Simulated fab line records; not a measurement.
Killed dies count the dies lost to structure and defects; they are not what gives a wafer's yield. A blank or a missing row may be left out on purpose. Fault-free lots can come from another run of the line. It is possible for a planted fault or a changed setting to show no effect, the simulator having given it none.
Struck lot and sound lot, side by side    flow nand harc    13 out of 1302 route steps
Sound: wafers L322.3, L322.5, L322.6. The struck wafers were L308.2, L308.4, L308.6. Last of all comes the cause.
At each step with rows: each side's tool, then ch and its chambers, then its first start. Under that, the readings that differ: sound wafers    struck wafers    difference of the means    sigmas: that difference in standard deviations of wafers without a fault.
alike: same words and numbers on both sides, and readings whose means sit less than 2 such deviations apart. not compared: any withheld reading, any reading some wafer has no value for, any bound like >300 that may hide the same value, and any number with overlapping values for which the record gives no deviation.
Wherever a step has rows on one side only, a row that says differs or no value, or a row with sigmas, the two part there. Non-overlapping numbers with no deviation appear without sigmas and do not part them. A reading missing from all wafers of one side parts the sides only when that side holds two or more wafers.

first, 3 steps without rows for these wafers: NHARC_A_SIN_REMOVE_WET_00 (chemistry H3PO4, time 15300 s); NHARC_A_SIN_REMOVE_PRECLEAN_01 (cleans in SC1); NHARC_A_SIN_REMOVE_SRD_02.
NHARC_A_SIN_REMOVE_INSPECT_04:
  sound on defect inspect-01 at day 27 18:26; struck on defect inspect-02 at day 21 16:42
reading           sound        struck       difference  sigmas
raw defect count  383 578 453  262 253 218  -227        -2
NHARC_A_WL_FILL_ALD_00: deposits Al2O3, target thk 3 nm, pulse time 3 s, ald cycles 30.
  sound on ald hk-04 ch 1,2, day 27 18:31; struck on ald hk-01 ch 0,1,3, day 21 16:48
  alike: heater power w, precursor pulse height rel
NHARC_A_WL_FILL_RTA_01: time 5 s.
  sound on rtp anneal-02 ch 0, day 27 18:49; struck on rtp anneal-01 ch 0, day 21 17:13
  alike: lamp power pct, lamp_zone_5_pct, wafer_temp_C_max
NHARC_A_WL_FILL_ALD_02: deposits TiN, target thk 2 nm, pulse time 3 s, ald cycles 100.
  sound on ald metal-02 ch 0,3, day 27 19:01; struck on ald metal-03 ch 0,2,3, day 21 17:26
  alike: heater power w, precursor pulse height rel
NHARC_A_WL_FILL_CVD_03: deposits W, target thk 40 nm, time 279 s.
  sound on cvd w-01 ch 0,1, day 27 19:31; struck on cvd w-02 ch 0, day 21 17:59
  alike: heater power w, throttle valve pct
then, 1 step without rows for these wafers: NHARC_A_WL_FILL_ETCHBACK_04 (etches the open film in NF3, target depth 60 nm, time 120 s).
NHARC_A_WL_FILL_ETCHBACK_05: etches the open film in Cl2/BCl3, target depth 22 nm, time 60 s.
  sound on rie metal-02 ch 0,1, day 27 20:04; struck on rie metal-03 ch 0,1, day 21 18:36
  alike: drypump motor current A, oes product au, temp c
  not compared: rf hours counter h
NHARC_A_WL_FILL_STRIP_27: strips in N2/H2, time 20 s.
  sound on plasma asher-02 ch 0,1, day 27 20:13; struck on plasma asher-01 ch 0,1, day 21 18:46
  no value came back on the struck wafers for drypump motor current A (A), heater power w (W), temp c (C), time s (s); on the sound wafers drypump motor current A (A) reads 6.1 5.2 6.1
  not compared: rf hours counter h
then, 1 step without rows for these wafers: NHARC_A_WL_FILL_STRIP_28 (strips in post etch residue remover, time 1200 s).
-- break in the record here, with 4 days between the starts of the struck wafers on either side (left off in module A_WL_FILL, picked up again in module END, where the first step shown is number 1302 on the route) --
NHARC_END_SORT_01:
  only the struck wafers appear in the record here, on prober-01 ch 0 at day 25 12:17; the sound ones have no rows

## WHERE THEY PART
At NHARC_A_SIN_REMOVE_INSPECT_04 first; at NHARC_END_SORT_01 last (within this record only).

WHY: what the simulator had put in
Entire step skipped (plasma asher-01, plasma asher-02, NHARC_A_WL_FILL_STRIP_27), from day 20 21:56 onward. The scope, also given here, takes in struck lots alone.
